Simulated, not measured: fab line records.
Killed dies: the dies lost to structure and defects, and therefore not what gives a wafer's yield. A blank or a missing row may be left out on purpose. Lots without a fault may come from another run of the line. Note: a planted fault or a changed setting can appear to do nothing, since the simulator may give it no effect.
Split-lot experiment -- flow n5 finfet -- route with 1938 steps; 7 lots, 21 wafers read

== ON THE SPLIT ==
At N5_MOL_CONTACT_COAG_ALD_133 (deposits SiO2, target thk 5 nm, pulse time 1 s, co reactant pulse time 1 s), the setting ald cycles was moved away from the recipe's 35 on 5 of the 21 wafers read, by -11.4% to +8.6%. For the rest of the wafers, this setting stayed at what the recipe calls for.

The reading is taken at the split's own step.

== THE READING ==
SiO2_of_MOL_CONTACT_COAG_ALD_133.thk nm (the simulator's own value, which no gauge read), in nm, at N5_MOL_CONTACT_COAG_ALD_133 (deposits SiO2, target thk 5 nm, pulse time 1 s, co reactant pulse time 1 s). No usual value for it is given in the file.

wafer,"tool, chamber at the split",ald cycles as run,against the recipe,"SiO2_of_MOL_CONTACT_COAG_ALD_133.thk nm, nm",against lot-mates on the recipe
L074.3,"ald sin-01, 3,1",38,+8.6%,5.4,+0.4
L074.4,"ald sin-01, 3,1",38,+8.6%,5.4,+0.4
L074.6,"ald sin-01, 2",35,recipe,5,-
L078.3,"ald sin-01, 1,3,1",35,recipe,5,-
L078.4,"ald sin-01, 1,3,1",35,recipe,5,-
L078.5,"ald sin-01, 1,3,1",35,recipe,5,-
L080.1,"ald sin-01, 2,1,0",35,recipe,5,-
L080.5,"ald sin-01, 2,1,0",35,recipe,5,-
L080.6,"ald sin-01, 2,1,0",35,recipe,5,-
L083.1,"ald sin-03, 1,3,3",35,recipe,5,-
L083.4,"ald sin-03, 1,3,3",35,recipe,5,-
L083.5,"ald sin-03, 1,3,3",35,recipe,5,-
L084.3,"ald sin-03, 2,3",35,recipe,5,-
L084.5,"ald sin-03, 2,3",35,recipe,5,-
L084.4,"ald sin-03, 1",31,-11.4%,4.4,-0.6
L093.2,"ald sin-01, 2",37,+5.7%,5.4,+0.4
L093.4,"ald sin-01, 3",35,recipe,5,-
L093.6,"ald sin-01, 3",37,+5.7%,5.2,+0.2
L094.2,"ald sin-03, 3,0,3",35,recipe,5,-
L094.5,"ald sin-03, 3,0,3",35,recipe,5,-
L094.6,"ald sin-03, 3,0,3",35,recipe,5,-
The file does not say which wafer passed through which chamber wherever a row lists several chambers: such a row stands for several wafers.

FIT RESULTS
A straight line over all 21 wafers: SiO2_of_MOL_CONTACT_COAG_ALD_133.thk nm changes by +0.0501 nm for each +1% of ald cycles; r = +0.99; the points scatter about the line by 0.035 nm.
The same after taking each lot's own level away (the mean of its wafers on the recipe; 21 wafers): +0.0501 nm for each +1%; r = +0.99; scatter 0.035 nm.
The reading moves by 0.57 nm for the largest change in ald cycles, on that fit.
The lots' own levels span 5.00 to 5.00 nm.
So the lot-to-lot level changes the slope little: the two slopes agree.
Check: -0.551 nm against its lot-mates is what the line predicts for one of the wafers moved furthest among these (-11.4%) when that wafer is left out of the fit. Against them it came out at -0.6 nm.

== THESE WAFERS: OTHER SPLITS ==
Other splits were also applied to these wafers ahead of the reading. Each is held against what the fit with the lots' levels taken away leaves over:
other split on the same wafers,wafers away from the commonest value,r with SiO2_of_MOL_CONTACT_COAG_ALD_133.thk nm (lot level and that fit taken away)
N5_SDB_COAT_05 spin rpm,6,+0.22
N5_MOL_CONTACT_COAG_EXPOSE_05 dose mj,7,-0.01
N5_MOL_CONTACT_COAG_ETCH_15 source w,8,+0.31

== FILE'S OWN FIT ==
SiO2_of_MOL_CONTACT_COAG_ALD_133.thk nm changes by +0.0507 nm for each +1% of ald cycles, r = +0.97.
